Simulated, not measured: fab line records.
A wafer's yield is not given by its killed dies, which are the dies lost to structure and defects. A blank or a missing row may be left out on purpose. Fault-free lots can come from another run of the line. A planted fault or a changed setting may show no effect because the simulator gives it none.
Chamber matching ; flow n5-finfet ; N5_BEOL_M0_SAQP_HM_DEP_111 on pecvd-01 has 3 sister chambers
The step deposits SiO2 from SiH4/N2O, target thk 12 nm, time 7.2 s. 3 wafers are shown with their chamber, then 8 later ones without.

## WAFERS PAIRED WITH THEIR CHAMBERS
wafer;chamber;showerhead-plenum-p-Torr (Torr)
L091.1;2;8.07
L091.4;0;8.02
L093.2;1;8.20

## WAFERS WHOSE CHAMBER IS MISSING
wafer;showerhead-plenum-p-Torr (Torr)
L093.3;8.22
L093.4;8.02
L097.1;8.03
L097.3;8.22
L097.5;8.02
L095.2;8.19
L095.4;8.02
L095.6;8.20

## CHAMBER TAKEN BY EACH
wafer;from the rows above;in truth
L093.3;1;1
L093.4;0;0
L097.1;0;0
L097.3;1;1
L097.5;0;0
L095.2;1;1
L095.4;0;0
L095.6;1;1
Placed correctly: 8 of 8. From these rows, 0 cannot be placed. Placed wrongly: 0.
How it was worked out, from the rows above alone: a wafer's distance from a chamber is the root of the sum, over the readings, of the square of ((its reading less the chamber's mean) divided by the reading's scatter). The wafer belongs to the nearest chamber; if the next one is less than 2 further off, it can't be placed. The mean given for a chamber averages the wafers shown for that chamber. The scatter: root of mean squared gap, hidden wafer to nearest shown wafer, with one shown wafer a chamber.
